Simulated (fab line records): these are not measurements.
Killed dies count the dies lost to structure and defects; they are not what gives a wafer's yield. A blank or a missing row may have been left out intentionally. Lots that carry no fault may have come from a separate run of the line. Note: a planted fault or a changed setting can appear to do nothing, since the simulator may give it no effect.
fab line records	flow n5Finfet
record: lots: 9	wafers: 26	lastDay: 17
route steps=1938 shown GATE_CUT@468 BEOL_M4@1111 PASSIVATION@1936
lots that met no fault: taken from a fault-free run of the same line
startH: hours from the record's opening day to when the first of the lot's shown wafers began	waitH: hours elapsed since this lot's preceding step	" as in the row above	L1.1+2: a row that stands for several wafers	- no value, or no start was given	* or withheld: withheld	< > ~ a bound
route shown NAME@n: names a module that has steps shown in the file, with the first one's number in the route	usual: mean/standard deviation of fault-free wafers	same: alike in all rows	chamber/n: place in a boat	sites: each site's reading	_std_site: standard deviation across them	_edge_site: outer sites' mean less inner sites'	radiusMm: how far each site lies from the wafer's centre	mask NAME#n: copy n	behind: the tool/chamber that last shaped the wafer	hold: why the lot was held/for how many hours/how that ended	device: the transistor (n, p or np) that didn't switch	end of line: tests of these same wafers at the route's end	where a step has no rows: the recipe by itself	killed: not the wafer's yield, but the dies lost to structure and defects at the first sort	map: a wafer's dies, x killed, . not, _ none there
set.NAME: the setting as run; set.NAME@STEP: as run at that earlier step	model.NAME: the simulator's own value behind a step, which no gauge read
a sample of lots followed through the steps of the route, with each step as a table and each wafer as a row
services: when a tool's chamber went out of use (startH, in hours from the record's first day, below 0 if earlier), for how many hours, and the reason
== steps ==
step: N5_GATE_CUT_VAPOR_ETCH_60
recipe: chemistry: BCl3/Cl2	target: HfO2	mode: isotropic
usual: drypumpMotorCurrentA: 5.7/0.51	oesProductAu: 0.71/0.046
lot.wafer	tool	chamber	startH	waitH	drypumpMotorCurrentA	oesProductAu
L663.2	rieMetal-01	1	86.85	0.1	5.7	0.78
L663.5	"	1	"	"	5.8	0.78
L663.6	"	1	"	"	5.7	0.79
L667.1	rieMetal-01	1	109.19	0.1	5.7	0.77
L667.3	"	1	"	"	5.7	0.77
L667.4	"	1	"	"	5.7	0.77
L670.2	rieMetal-01	1	128.96	0.1	5.7	0.77
L670.4	"	1	"	"	5.7	0.76
L670.5	"	1	"	"	5.7	0.76
L671.4	rieMetal-02	1	137.31	0.0	6.5	0.69
L671.5	"	1	"	"	6.5	0.69
L672.1	rieMetal-02	0	142.65	0.0	5.2	0.69
L672.5	"	1	"	"	6.5	0.69
L672.6	"	0	"	"	5.1	0.69
L673.2	rieMetal-03	1	151.20	0.0	5.0	0.82
L673.3	"	1	"	"	5.0	0.84
L673.4	"	0	"	"	5.8	0.62
L676.1	rieMetal-02	1	163.76	0.0	6.5	0.68
L676.2	"	0	"	"	5.1	0.69
L676.5	"	0	"	"	5.1	0.69
L681.3	rieMetal-01	0	197.72	0.0	5.7	0.69
L681.5	"	1	"	"	5.7	0.75
L681.6	"	0	"	"	5.7	0.70
L682.2	rieMetal-01	1	199.83	0.0	5.8	0.75
L682.3	"	1	"	"	5.7	0.74
L682.5	"	0	"	"	5.7	0.68
step: N5_GATE_CUT_HM_DEP_46
recipe: material: SiO2	targetThkA: 1300	tempC: 400	precursor: TEOS/O2	pressureTorr: 6.5	rfW: 900	teosFlowSccm: 161.4	gas: O2	flowSccm: 2650	timeS: 26.6
usual: heaterPowerW: 609/66	showerheadPlenumPTorr: 8.340/0.023	throttleValvePct: 18.4/1
lot.wafer	tool	chamber	startH	waitH	heaterPowerW	showerheadPlenumPTorr	sinceWetCleanH	throttleValvePct
L663.2	pecvd-04	1	90.38	0.0	607	8.368	1882	17.9
L663.5	"	2	"	"	452	8.336	-	17.4
L663.6	"	0	"	"	611	8.339	-	19.2
L667.1	pecvd-03	0	112.35	0.0	721	8.326	816	18.3
L667.3	"	1	"	"	608	8.341	-	19.7
L667.4	"	0	"	"	721	8.311	-	18.2
L670.2	pecvd-03	0	131.95	0.0	585	8.352	836	18.6
L670.4	"	0	"	"	588	8.324	-	18.4
L670.5	"	1	"	"	617	8.321	-	19.8
L671.4	pecvd-03	1	140.84	0.1	527	8.351	-	19.7
L671.5	"	0	"	"	717	8.326	-	18.7
L672.1	pecvd-03	1	146.57	0.0	537	8.355	1575	19.7
L672.5	"	0	"	"	605	8.331	-	18.3
L672.6	"	2	"	"	713	8.340	-	16.3
L673.2	pecvd-04	2	154.25	0.0	573	8.327	467	17.7
L673.3	"	0	"	"	592	8.328	1221	19.2
L673.4	"	1	"	"	675	8.350	-	17.7
L676.1	pecvd-03	1	166.79	0.0	536	8.323	1596	19.8
L676.2	"	2	"	"	651	8.341	117	16.3
L676.5	"	2	"	"	678	8.339	-	16.2
L681.3	pecvd-02	2	200.89	0.0	635	8.299	332	19.5
L681.5	"	0	"	"	617	8.360	-	17.7
L681.6	"	2	"	"	650	8.329	-	19.6
L682.2	pecvd-02	2	202.81	0.0	621	8.306	334	19.5
L682.3	"	0	"	"	593	8.392	1088	17.7
L682.5	"	1	"	"	550	8.377	-	20.0
step: N5_GATE_CUT_INSPECT_15
recipe: mode: adi	inspectInstrument: brightfield
usual: rawDefectCount: 133/44
lot.wafer	tool	chamber	startH	waitH	rawDefectCount
L663.2	defectInspect-02	-	90.93	0.0	149
L663.5	"	-	"	"	154
L663.6	"	-	"	"	112
L667.1	defectInspect-02	-	112.79	0.1	237
L667.3	"	-	"	"	168
L667.4	"	-	"	"	240
L670.2	defectInspect-01	-	132.40	0.0	106
L670.4	"	-	"	"	131
L670.5	"	-	"	"	148
L671.4	defectInspect-01	-	141.27	0.0	112
L671.5	"	-	"	"	68
L672.1	defectInspect-01	-	147.12	0.1	571
L672.5	"	-	"	"	543
L672.6	"	-	"	"	584
L673.2	defectInspect-01	-	154.80	0.0	204
L673.3	"	-	"	"	148
L673.4	"	-	"	"	141
L676.1	defectInspect-02	-	168.25	0.1	443
L676.2	"	-	"	"	493
L676.5	"	-	"	"	420
L681.3	defectInspect-01	-	201.45	0.0	144
L681.5	"	-	"	"	185
L681.6	"	-	"	"	127
L682.2	defectInspect-01	-	203.24	0.0	113
L682.3	"	-	"	"	119
L682.5	"	-	"	"	132
step: N5_GATE_CUT_ETCH_36
recipe: chemistry: CF4	target: SiARC	targetDepthA: 130	maskMaterial: CAR-EUV	timeS: 21.7	ionEnergyEv: 80	pressureMtorr: 40	sourceW: 545	biasW: 36	Ar_flow_sccm: 100	cf4FlowSccm: 100	ends: cleared
usual: drypumpMotorCurrentA: 5.9/0.37	etchRfOnTimeS: 22.0/0.53	oesProductAu: 0.66/0.058	rfVppV: 184.1/1.2	showerheadPlenumPTorr: 2.14/0.069	throttleValvePct: 15.79/0.19
lot.wafer	tool	chamber	startH	waitH	drypumpMotorCurrentA	etchRfOnTimeS	oesProductAu	rfHoursCounterH	rfVppV	showerheadPlenumPTorr	throttleValvePct
L663.2	rieDiel-06	2	91.06	0.0	5.4	21.3	0.64	204	182.2	2.04	15.81
L663.5	"	1	"	"	6.4	22.2	0.68	-	185.5	2.23	15.85
L663.6	"	0	"	"	5.8	22.5	0.60	-	185.4	2.21	16.14
L667.1	rieDiel-05	1	113.22	0.0	5.4	21.6	0.68	112	184.2	2.05	15.48
L667.3	"	0	"	"	6.8	21.9	0.73	73	185.2	2.26	15.41
L667.4	"	3	"	"	5.1	22.6	0.57	229	182.5	2.03	15.88
L670.2	rieDiel-06	2	132.72	0.0	5.4	20.8	0.63	217	181.7	2.04	15.83
L670.4	"	3	"	"	5.9	22.2	0.74	59	182.1	2.09	15.62
L670.5	"	3	"	"	5.9	22.4	0.73	-	184.1	2.09	15.61
L671.4	rieDiel-06	0	141.35	0.0	5.8	22.3	0.59	226	185.4	2.21	16.16
L671.5	"	2	"	"	5.5	21.4	0.62	-	181.3	2.04	15.82
L672.1	rieDiel-03	3	147.21	0.0	5.6	22.0	0.62	180	183.9	2.14	15.78
L672.5	"	0	"	"	5.9	21.7	0.69	-	183.8	2.17	15.66
L672.6	"	1	"	"	6.1	22.0	0.64	-	184.4	2.15	15.68
L673.2	rieDiel-06	3	155.60	0.0	5.9	22.5	0.72	68	185.3	2.09	15.64
L673.3	"	2	"	"	5.5	21.1	0.63	226	182.2	2.04	15.85
L673.4	"	0	"	"	5.8	22.3	0.59	232	186.5	2.20	16.18
L676.1	rieDiel-06	2	168.84	0.0	5.4	21.3	0.62	232	182.5	2.03	15.85
L676.2	"	0	"	"	5.8	22.4	0.59	237	184.5	2.20	16.18
L676.5	"	2	"	"	5.4	21.2	0.62	-	183.0	2.03	15.85
L681.3	rieDiel-06	1	201.64	0.0	6.3	22.0	0.65	161	184.6	2.22	15.92
L681.5	"	3	"	"	5.9	22.7	0.70	-	183.6	2.08	15.68
L681.6	"	2	"	"	5.4	21.4	0.61	-	183.5	2.03	15.89
L682.2	rieDiel-03	0	203.32	0.0	5.9	21.8	0.69	97	185.3	2.17	15.65
L682.3	"	2	"	"	6.1	22.8	0.60	223	185.5	2.21	15.95
L682.5	"	1	"	"	6.1	22.5	0.62	-	184.4	2.14	15.68
step: N5_GATE_CUT_ETCH_37
recipe: chemistry: N2/H2	target: SOC	targetDepthA: 600	overetchA: 120	maskMaterial: SiARC	tempC: 40	timeS: 90	ionEnergyEv: 200	pressureMtorr: 30	sourceW: 840	biasW: 150	n2FlowSccm: 200	h2FlowSccm: 200
usual: drypumpMotorCurrentA: 5.9/0.37	oesProductAu: 0.69/0.059	rfVppV: 523.8/2.6	showerheadPlenumPTorr: 2.54/0.092	throttleValvePct: 18.02/0.22
lot.wafer	tool	chamber	startH	waitH	drypumpMotorCurrentA	oesProductAu	rfHoursCounterH	rfVppV	showerheadPlenumPTorr	throttleValvePct
L663.2	rieDiel-06	2	91.09	0.0	5.4	0.66	204	520.6	2.40	17.97
L663.5	"	1	"	"	6.3	0.71	-	527.0	2.68	18.38
L663.6	"	0	"	"	5.8	0.64	-	525.4	2.62	18.29
L667.1	rieDiel-05	1	113.24	0.0	5.4	0.70	112	521.5	2.44	17.65
L667.3	"	0	"	"	6.8	0.76	73	528.2	2.68	17.58
L667.4	"	3	"	"	5.1	0.62	229	519.1	2.41	18.15
L670.2	rieDiel-06	2	132.75	0.0	5.4	0.65	217	520.5	2.40	18.00
L670.4	"	3	"	"	5.9	0.79	59	521.4	2.49	17.83
L670.5	"	3	"	"	5.9	0.78	-	522.3	2.49	17.83
L671.4	rieDiel-06	0	141.38	0.0	5.8	0.63	226	526.4	2.61	18.31
L671.5	"	2	"	"	5.4	0.65	-	520.8	2.40	18.02
L672.1	rieDiel-03	3	147.24	0.0	5.7	0.65	180	522.7	2.53	17.86
L672.5	"	0	"	"	5.9	0.72	-	522.8	2.58	17.92
L672.6	"	1	"	"	6.1	0.68	-	523.0	2.53	17.84
L673.2	rieDiel-06	3	155.62	0.0	5.9	0.77	68	521.3	2.48	17.83
L673.3	"	2	"	"	5.5	0.64	226	520.0	2.40	18.02
L673.4	"	0	"	"	5.8	0.63	232	526.4	2.61	18.32
L676.1	rieDiel-06	2	168.87	0.0	5.5	0.64	232	518.7	2.39	18.02
L676.2	"	0	"	"	5.8	0.62	237	524.6	2.61	18.32
L676.5	"	2	"	"	5.4	0.64	-	518.3	2.39	18.03
L681.3	rieDiel-06	1	201.66	0.0	6.4	0.68	161	527.4	2.67	18.42
L681.5	"	3	"	"	5.9	0.74	-	522.7	2.48	17.89
L681.6	"	2	"	"	5.4	0.63	-	520.4	2.39	18.03
L682.2	rieDiel-03	0	203.35	0.0	5.9	0.72	97	524.9	2.57	17.93
L682.3	"	2	"	"	6.1	0.64	223	525.6	2.62	18.07
L682.5	"	1	"	"	6.1	0.67	-	523.3	2.53	17.85
step: N5_BEOL_M4_RC_MEAS_101
usual: DIBL_N: 36.1/1.6	DIBL_P: 35.8/2.1	IOFF_N: 0.16/0.031	IOFF_P: 0.21/0.034	ION_N: 673/12	ION_P: 461/7.2	SS_N: 71.4/0.59	SS_P: 73.3/0.63	VT_N: 250/3.1	VT_P: -250/3.3
lot.wafer	tool	chamber	startH	waitH	DIBL_N[mV/V]	DIBL_P[mV/V]	IOFF_N[nA/um]	IOFF_P[nA/um]	ION_N[uA/um]	ION_P[uA/um]	SS_N[mV/dec]	SS_P[mV/dec]	VT_N[mV]	VT_P[mV]
L663.2	prober-01	0	175.52	0.2	35.3	35.4	0.15	0.19	674	457	71.6	73.0	249	-251
L663.5	"	0	"	"	38.5	38.8	0.21	0.24	687	461	72.6	73.6	245	-249
L663.6	"	0	"	"	36.4	37.1	0.16	0.23	674	465	71.7	73.4	250	-247
L667.1	prober-01	0	202.86	0.0	39.2	40.4	0.20	0.27	688	470	71.9	74.5	246	-246
L667.3	"	0	"	"	37.8	38.3	0.17	0.25	676	465	71.4	74.2	248	-245
L667.4	"	0	"	"	38.8	38.2	0.19	0.24	675	461	72.3	73.5	252	-248
L670.2	prober-01	0	228.16	0.2	38.0	38.3	0.17	0.26	679	480	72.0	73.9	250	-244
L670.4	"	0	"	"	37.3	35.4	0.14	0.21	660	458	71.1	73.1	249	-249
L670.5	"	0	"	"	36.9	35.4	0.14	0.21	664	462	71.9	72.7	253	-248
L671.4	prober-02	0	233.98	0.5	36.4	35.5	0.14	0.18	667	453	70.6	73.6	251	-253
L671.5	"	0	"	"	36.4	36.1	0.15	0.21	668	454	70.6	73.7	251	-251
L672.1	prober-01	0	234.95	0.0	35.4	36.1	0.14	0.17	667	452	71.0	73.5	253	-256
L672.5	"	0	"	"	35.0	35.7	0.14	0.17	676	460	71.0	72.2	251	-255
L672.6	"	0	"	"	35.7	36.6	0.14	0.18	664	452	71.4	73.3	254	-255
L673.2	prober-01	0	246.21	0.2	34.2	34.8	0.14	0.20	666	463	70.9	72.3	250	-249
L673.3	"	0	"	"	34.6	36.0	0.15	0.21	688	478	71.3	72.5	248	-250
L673.4	"	0	"	"	36.7	36.9	0.18	0.21	687	471	71.7	73.6	247	-254
L676.1	prober-02	0	253.84	0.0	37.1	36.5	0.18	0.21	686	469	72.0	73.1	246	-251
L676.2	"	0	"	"	35.9	36.2	0.16	0.21	676	464	71.6	73.7	247	-252
L676.5	"	0	"	"	36.5	36.0	0.17	0.21	678	460	71.8	73.5	248	-252
L681.3	prober-01	0	284.45	0.3	34.9	34.4	0.14	0.20	658	457	71.2	72.8	252	-249
L681.5	"	0	"	"	34.4	33.1	0.12	0.17	654	450	70.5	72.2	254	-253
L681.6	"	0	"	"	35.2	34.6	0.13	0.20	660	454	71.1	73.1	251	-250
L682.2	prober-02	0	295.19	0.2	35.3	34.9	0.15	0.23	667	470	71.1	73.2	253	-247
L682.3	"	0	"	"	37.0	37.4	0.18	0.26	670	470	71.5	73.6	247	-247
L682.5	"	0	"	"	37.0	35.8	0.18	0.23	675	465	71.3	73.6	249	-247
step: N5_PASSIVATION_PROBE_49
usual: defectLimitedYield: 91.0/1.5	killed_at_M0_to_M3: 35/11	killed_at_M4_up: 13/6	killedAtContacts: 14/6.5	killedAtFrontEnd: 40/12	killedAtOther: 4/3.4	killedDies: 106/18	killedOnRim: 14/4.7	killedOpen: 68/14	killedShort: 35/7.7	sort_bin_5_function: 5.2/0.98	sort_bin_6_memory: 3.4/0.72	sortNPass: 1074/18	sortYieldPct: 91.0/1.5
same: grossDies: 1180	killedAtBackSide: 0	sort_bin_4_leakage[%]: 0	sort_bin_8_speed[%]: 0
lot.wafer	tool	chamber	startH	waitH	defectLimitedYield[%]	killed_at_M0_to_M3	killed_at_M4_up	killedAtContacts	killedAtFrontEnd	killedAtOther	killedDies	killedOnRim	killedOpen	killedShort	sort_bin_5_function[%]	sort_bin_6_memory[%]	sortNPass	sortYieldPct[%]
L663.2	prober-01	-	286.47	0.1	91.6	40	11	14	33	1	99	11	70	29	4.8	3.5	1081	91.6
L663.5	prober-01	-	286.62	0.2	91.7	35	7	9	40	7	98	10	65	33	4.7	3.4	1082	91.7
L663.6	prober-01	-	286.67	0.3	92.4	34	7	4	42	3	90	6	59	27	4.7	2.8	1090	92.4
L670.2	prober-01	-	335.60	0.1	90.9	24	18	15	48	2	107	9	66	39	5.4	3.1	1073	90.9
L670.4	prober-01	-	335.70	0.2	93.6	24	9	7	28	8	76	5	51	23	3.5	2.6	1104	93.6
L670.5	prober-01	-	335.75	0.2	92.7	19	9	12	38	8	86	16	51	35	4.4	2.7	1094	92.7
L672.1	prober-02	-	337.74	0.0	86.7	19	4	12	118	4	157	22	44	28	8.1	3.1	1023	86.7
L672.5	prober-02	-	337.94	0.2	86.1	17	10	7	126	4	164	5	29	25	9.4	2.5	1016	86.1
L672.6	prober-02	-	337.99	0.3	82.5	30	11	7	142	16	206	13	54	38	11.6	4.7	974	82.5
L673.2	prober-02	-	352.08	0.1	93.5	22	12	10	24	9	77	9	48	28	3.6	2.5	1103	93.5
L673.3	prober-02	-	352.13	0.1	94.0	18	9	11	31	2	71	9	46	24	3.6	2.3	1109	94.0
L673.4	prober-02	-	352.18	0.2	94.5	18	10	9	23	5	65	14	41	23	3.3	1.9	1115	94.5
L676.1	prober-01	-	366.52	0.0	85.6	30	17	10	111	2	170	23	54	25	8.7	4.2	1010	85.6
L676.2	prober-01	-	366.57	0.1	83.9	24	12	13	140	1	190	8	55	32	10.4	3.9	990	83.9
L676.5	prober-01	-	366.72	0.2	84.0	29	12	8	138	2	189	14	54	30	9.8	4.7	991	84.0
killed by level:class
L663.2 BEOL_M3:geometricParticle:open=11 MOL_CONTACT_COAG:geometricParticle:open=10 BEOL_M2:geometricParticle:open=8 FIN_SAQP:geometricParticle:open=7 BEOL_M0_SAQP:geometricParticle:short=7 BEOL_M4:geometricParticle:open=5 STARTING-WAFER:geometricParticle:open=5 FIN_SAQP:geometricParticle:short=4
L663.5 BEOL_M0_SAQP:geometricParticle:open=14 FIN_SAQP:geometricParticle:open=10 MOL_CONTACT_COAG:geometricParticle:open=9 GATE_CUT:geometricParticle:short=7 BEOL_M0_SAQP:geometricParticle:short=7 BEOL_M3:geometricParticle:open=7 STI_FIN_REVEAL:geometricParticle:open=6 ILD0:geometricParticle:short=4
L663.6 FIN_SAQP:geometricParticle:open=14 STI_FIN_REVEAL:geometricParticle:open=9 BEOL_M0_SAQP:geometricParticle:open=9 BEOL_M3:geometricParticle:open=8 FIN_SAQP:geometricParticle:short=6 BEOL_M0_SAQP:geometricParticle:short=6 MOL_CONTACT_COAG:geometricParticle:open=4 BEOL_M1:geometricParticle:open=4
L670.2 MOL_CONTACT_COAG:geometricParticle:open=13 STI_FIN_REVEAL:geometricParticle:open=10 BEOL_M0_SAQP:geometricParticle:open=8 STI_FIN_REVEAL:geometricParticle:short=8 FIN_SAQP:geometricParticle:open=7 BEOL_M3:geometricParticle:open=7 BEOL_M4:geometricParticle:short=6 FIN_SAQP:geometricParticle:short=5
L670.4 FIN_SAQP:geometricParticle:open=7 BEOL_M3:geometricParticle:open=7 MOL_CONTACT_COAG:geometricParticle:open=6 BEOL_M1:geometricParticle:open=5 BEOL_M5:geometricParticle:open=5 FIN_SAQP:geometricParticle:short=4 GATE_CUT:geometricParticle:open=3 GATE_CUT:geometricParticle:short=3
L670.5 MOL_CONTACT_COAG:geometricParticle:open=11 FIN_SAQP:geometricParticle:open=10 BEOL_M0_SAQP:geometricParticle:short=8 BEOL_M4:geometricParticle:open=6 FIN_SAQP:geometricParticle:short=5 BEOL_M0_SAQP:geometricParticle:open=5 GATE_CUT:geometricParticle:short=4 GATE_CUT:geometricParticle:open=4
L672.1 GATE_CUT:unspecified=85 STI_FIN_REVEAL:geometricParticle:open=9 MOL_CONTACT_COAG:geometricParticle:open=8 DUMMY_GATE:geometricParticle:open=7 BEOL_M0_SAQP:geometricParticle:short=6 FIN_SAQP:geometricParticle:open=4 FIN_SAQP:geometricParticle:short=4 BEOL_M2:geometricParticle:open=4
L672.5 GATE_CUT:unspecified=107 MOL_CONTACT_COAG:geometricParticle:open=6 FIN_SAQP:geometricParticle:short=4 DUMMY_GATE:geometricParticle:open=4 BEOL_M2:geometricParticle:open=4 BEOL_M4:geometricParticle:short=4 BEOL_M0_SAQP:geometricParticle:open=3 STARTING-WAFER:geometricParticle:short=3
L672.6 GATE_CUT:unspecified=109 FIN_SAQP:geometricParticle:short=9 BEOL_M1:geometricParticle:open=9 MIM_TOP_ETCH:geometricParticle:short=8 FIN_SAQP:geometricParticle:open=6 MOL_CONTACT_COAG:geometricParticle:open=6 MIM_TOP_ETCH:geometricParticle:open=6 BEOL_M0_SAQP:geometricParticle:open=5
L673.2 MOL_CONTACT_COAG:geometricParticle:open=7 STI_FIN_REVEAL:geometricParticle:open=6 BEOL_M3:geometricParticle:open=6 ILD0:geometricParticle:open=4 ILD0:geometricParticle:short=4 BEOL_M1:geometricParticle:open=4 BEOL_M1:geometricParticle:short=4 BEOL_M5:geometricParticle:open=4
L673.3 MOL_CONTACT_COAG:geometricParticle:open=7 STARTING-WAFER:geometricParticle:open=7 DUMMY_GATE:geometricParticle:open=4 GATE_CUT:geometricParticle:short=4 MOL_CONTACT_COAG:geometricParticle:short=4 BEOL_M2:geometricParticle:open=4 BEOL_M3:geometricParticle:open=4 FIN_SAQP:geometricParticle:open=3
L673.4 BEOL_M0_SAQP:geometricParticle:open=8 DUMMY_GATE:geometricParticle:open=6 MOL_CONTACT_COAG:geometricParticle:open=6 FIN_SAQP:geometricParticle:short=4 BEOL_M1:geometricParticle:open=4 STI_FIN_REVEAL:geometricParticle:open=3 MOL_CONTACT_COAG:geometricParticle:short=3 PASS1_CAP:geometricParticle:short=3
L676.1 GATE_CUT:unspecified=88 BEOL_M0_SAQP:geometricParticle:open=10 MOL_CONTACT_COAG:geometricParticle:open=9 BEOL_M0_SAQP:geometricParticle:short=6 BEOL_M1:geometricParticle:open=6 STI_FIN_REVEAL:geometricParticle:open=5 BEOL_M6:geometricParticle:open=4 BEOL_M5:geometricParticle:open=4
L676.2 GATE_CUT:unspecified=102 STI_FIN_REVEAL:geometricParticle:open=10 MOL_CONTACT_COAG:geometricParticle:open=8 DUMMY_GATE:geometricParticle:open=7 BEOL_M0_SAQP:geometricParticle:short=6 FIN_SAQP:geometricParticle:short=5 MOL_CONTACT_COAG:geometricParticle:short=5 BEOL_M0_SAQP:geometricParticle:open=5
L676.5 GATE_CUT:unspecified=103 STI_FIN_REVEAL:geometricParticle:open=10 MOL_CONTACT_COAG:geometricParticle:open=7 BEOL_M0_SAQP:geometricParticle:open=7 BEOL_M3:geometricParticle:open=7 BEOL_M5:geometricParticle:open=6 FIN_SAQP:geometricParticle:short=5 GATE_CUT:geometricParticle:short=4
== services ==
tool	chamber	startH	hours	kind
pecvd-02	0	64.49	2.1	scheduledDown
rieDiel-06	1	79.24	2.5	repair
pecvd-04	2	83.32	2.2	repair
rieMetal-02	-	85.09	0.1	repair
rieDiel-06	3	91.35	10.4	repair
pecvd-04	2	103.97	5.5	scheduledDown
rieDiel-03	1	111.25	11.3	repair
pecvd-03	2	112.02	2.1	scheduledDown
pecvd-03	2	127.03	15.7	repair
rieDiel-05	1	140.23	4.2	repair
rieDiel-05	0	144.19	3.1	repair
rieDiel-03	1	156.24	7.0	repair
pecvd-03	1	158.18	2.1	scheduledDown
rieDiel-03	2	158.64	5.7	repair
pecvd-02	-	159.64	28.1	pm
rieMetal-02	0	166.26	7.7	repair
rieDiel-06	1	171.06	6.3	repair
rieDiel-05	1	185.48	11.0	repair
rieDiel-06	0	198.60	-	clean
rieDiel-06	0	198.60	-	consumableReplace:focusRing
rieDiel-06	0	198.60	18.2	scheduledDown
rieDiel-06	0	198.60	18.2	ventCycle
rieMetal-02	1	198.86	9.7	repair
rieDiel-03	3	202.61	2.6	repair
== key ==
firstSign: step: N5_GATE_CUT_INSPECT_15	reading: rawDefectCount	direction: up	sigmas: 8.6	usual: 133	struck: 509
effect: step: N5_PASSIVATION_PROBE_49	reading: killedAtFrontEnd	direction: up	sigmas: 7.3	usual: 40	struck: 129
moreKillsBornAt: N5_GATE_CUT_HM_DEP_46@pecvd-03: 593
metAt N5_GATE_CUT_HM_DEP_46
struckLots L672,L676
notActingAt N5_GATE_CUT_VAPOR_ETCH_60,N5_GATE_CUT_ETCH_36,N5_GATE_CUT_ETCH_37
onsetBetween 140.84 146.57
fault: kind: chamberParticleSource	tool: pecvd-03	chamber: -	onsetH: 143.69	steps: N5_GATE_CUT_HM_DEP_46	ratePerVisitCm2: 0.51727	endH: 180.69
